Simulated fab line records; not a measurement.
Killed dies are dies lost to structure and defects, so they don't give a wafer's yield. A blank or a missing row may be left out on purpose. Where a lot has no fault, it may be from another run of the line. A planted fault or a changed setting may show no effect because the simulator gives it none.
A single fault, viewed from 3 desks / flow n5-finfet / each desk holds nothing but its own numbers, with what lay behind them at the end

## DESK OF THE TOOL OWNER: litho-track-03
The tool's own readings at N5_BEOL_M5_COAT_66 (time 60 s, resist thk 12 nm): means of the sampled wafers that have a number, for each lot that ran on this tool. If a lot's mean is further than 4 standard deviations from the usual mean, the lot is out of limits and carries the mark OUT (the distance appears in the brackets).
Columns: A = spin-speed-rpm at N5_BEOL_M5_COAT_66, usual 1500.0 rpm
lot=L787; first seen here=day 12 21:27; A=1500.3
lot=L792; first seen here=day 13 02:54; A=1499.8
lot=L793; first seen here=day 14 03:40; A=1499.4
lot=L802; first seen here=day 15 20:02; A=1430.1 (-70) OUT
lot=L801; first seen here=day 15 20:16; A=1429.5 (-70) OUT
This desk's finding: out of limits on L801, L802; first on L802, day 15 20:02 (spin-speed-rpm at N5_BEOL_M5_COAT_66). L787, L792, L793: within limits.

## THE DEFECT DESK
For each lot, the counts of the inspections along the route, averaged over the sampled wafers that have a number. If a lot's mean is further than 4 standard deviations from the usual mean, the lot is out of limits and carries the mark OUT (the distance appears in the brackets).
Columns: A = raw-defect-count at N5_BEOL_M5_INSPECT_30, usual 401
lot=L783; first seen here=day 10 23:11; A=428
lot=L785; first seen here=day 11 14:24; A=369
lot=L790; first seen here=day 12 06:15; A=390
lot=L788; first seen here=day 12 15:35; A=353
lot=L787; first seen here=day 12 21:51; A=586
lot=L792; first seen here=day 13 03:25; A=435
lot=L795; first seen here=day 13 16:55; A=294
lot=L793; first seen here=day 14 04:02; A=363
lot=L802; first seen here=day 15 20:41; A=313
lot=L801; first seen here=day 15 22:41; A=478
lot=L804; first seen here=day 17 23:23; A=385
Result from this desk: across the 11 lots, nothing is out of limits.

## METROLOGY DESK
What the gauges read for every lot (on any tool): the sampled wafers with a number, averaged. If a lot's mean is further than 4 standard deviations from the usual mean, the lot is out of limits and carries the mark OUT (the distance appears in the brackets).
Columns: A = cd-nm at N5_BEOL_M5_CD_MEAS_28, usual 30.57 nm
lot=L783; first seen here=day 10 23:05; A=30.73
lot=L785; first seen here=day 11 14:17; A=30.68
lot=L790; first seen here=day 12 06:10; A=30.97
lot=L788; first seen here=day 12 15:29; A=30.45
lot=L787; first seen here=day 12 21:44; A=30.58
lot=L792; first seen here=day 13 03:20; A=30.41
lot=L795; first seen here=day 13 16:50; A=30.27
lot=L793; first seen here=day 14 03:56; A=30.83
lot=L802; first seen here=day 15 20:36; A=30.60
lot=L801; first seen here=day 15 22:35; A=30.19
lot=L804; first seen here=day 17 23:18; A=30.66
Result from this desk: across the 11 lots, nothing is out of limits.

## TAKEN TOGETHER
An alarm could have come from the tool owner's desk at day 15 20:02, on L801, L802.
Nothing the defect desk looked at was out of limits.
Nothing out of limits was seen by the metrology desk.
The defect desk has L801, L802 on record, within its limits.
The metrology desk has L801, L802 on record, within its limits.
All the named lots went through N5_BEOL_M5_COAT_66 on litho-track-03.

## WHAT THE SIMULATOR PUT IN
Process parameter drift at N5_BEOL_M5_COAT_66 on litho-track-03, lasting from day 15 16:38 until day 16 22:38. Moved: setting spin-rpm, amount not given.
Lots struck among those shown: L801, L802.
Delay in hours, fault start to first out-of-limits reading, by desk: the tool owner's desk at 3.
